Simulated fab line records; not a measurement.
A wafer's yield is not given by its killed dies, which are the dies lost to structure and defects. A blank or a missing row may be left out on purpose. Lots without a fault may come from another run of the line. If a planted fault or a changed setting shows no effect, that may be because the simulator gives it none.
Tool commonality check | flow nand harc | 1 lot, 3 wafers sampled

## THE REASON FOR OPENING IT
At NHARC_END_SORT_01 the reading killed at periphery is flagged on 1 of 1 lot. Fault-free wafers read 4.2, with a standard deviation of 2.5.
Rule: a lot is flagged in two cases, either no wafer of it has a number, or all its wafers with numbers fall more than 4 standard deviations from that mean. The other lots count as sound.

lot  | measured     | on        | killed at periphery, wafer by wafer | flag
L922 | day 28 12:40 | prober-01 | 643 650 644                         | FLAGGED
Flagged lots average 645.7: +641.5 relative to the usual, that is +99 or more standard deviations.

## LOT BY LOT: THE TOOL USED
The record holds 4 process steps before the reading, out of a route of 1302 steps. Read each cell as the tool, then ch plus the chambers that the sampled wafers visited, then the start.
lot  | flag    | NHARC_P_GATE_ETCHBACK_37                   | NHARC_P_GATE_EXPOSE_88           | NHARC_P_GATE_STRIP_95             | NHARC_P_GATE_RTA_82
L922 | FLAGGED | rie diel-07 ch 1,2, day 9 06:40 or earlier | krf scanner-03 ch 0, day 9 06:40 | plasma asher-01 ch 1, day 9 08:05 | rtp anneal-01 ch 0, day 9 09:47
What the steps here do:
- NHARC_P_GATE_ETCHBACK_37: etches the open film in CHF3/O2, target depth 34.5 nm, time 17.2 s.
- NHARC_P_GATE_EXPOSE_88: exposes mask P HVN, target cd 2000 nm.
- NHARC_P_GATE_STRIP_95: strips in O2.
- NHARC_P_GATE_RTA_82: time 30 s.
- NHARC_END_SORT_01

## FLAGGED OVER TOTAL, TOOL BY TOOL (the gauges that took the reading come last)
step                     | tool            | lots run | flagged | share of the flagged lots | sound lots run after its first flagged lot
NHARC_P_GATE_ETCHBACK_37 | rie diel-07     | 1        | 1       | all                       | 0
NHARC_P_GATE_EXPOSE_88   | krf scanner-03  | 1        | 1       | all                       | 0
NHARC_P_GATE_STRIP_95    | plasma asher-01 | 1        | 1       | all                       | 0
NHARC_P_GATE_RTA_82      | rtp anneal-01   | 1        | 1       | all                       | 0
NHARC_END_SORT_01        | prober-01       | 1        | 1       | all                       | 0
NHARC_P_GATE_ETCHBACK_37 gives no start for some lots, so the hours and the order of its lots are those of NHARC_P_GATE_EXPOSE_88.

## WHAT THE TABLE PERMITS
5 rows of the table ran every flagged lot: rie diel-07 at NHARC_P_GATE_ETCHBACK_37, krf scanner-03 at NHARC_P_GATE_EXPOSE_88, plasma asher-01 at NHARC_P_GATE_STRIP_95, rtp anneal-01 at NHARC_P_GATE_RTA_82, prober-01 at NHARC_END_SORT_01.
- rie diel-07 at NHARC_P_GATE_ETCHBACK_37: 1 of its 1 lot flagged. Because this sample shows no sound lot run on it before its first flagged lot, the start cannot be pinned down more closely.
- krf scanner-03 at NHARC_P_GATE_EXPOSE_88: 1 of its 1 lot flagged. Because this sample shows no sound lot run on it before its first flagged lot, the start cannot be pinned down more closely.
- plasma asher-01 at NHARC_P_GATE_STRIP_95: 1 of its 1 lot flagged. Because this sample shows no sound lot run on it before its first flagged lot, the start cannot be pinned down more closely.
- rtp anneal-01 at NHARC_P_GATE_RTA_82: 1 of its 1 lot flagged. Because this sample shows no sound lot run on it before its first flagged lot, the start cannot be pinned down more closely.
- prober-01 at NHARC_END_SORT_01: 1 of its 1 lot flagged. Because this sample shows no sound lot run on it before its first flagged lot, the start cannot be pinned down more closely.
These 5 tools cannot be told apart by counting lots, since each of them fits a fault that started at some hour. More lots, or a look at what each step does to the wafer, might.

## WHAT THE SIMULATOR HAD INSERTED
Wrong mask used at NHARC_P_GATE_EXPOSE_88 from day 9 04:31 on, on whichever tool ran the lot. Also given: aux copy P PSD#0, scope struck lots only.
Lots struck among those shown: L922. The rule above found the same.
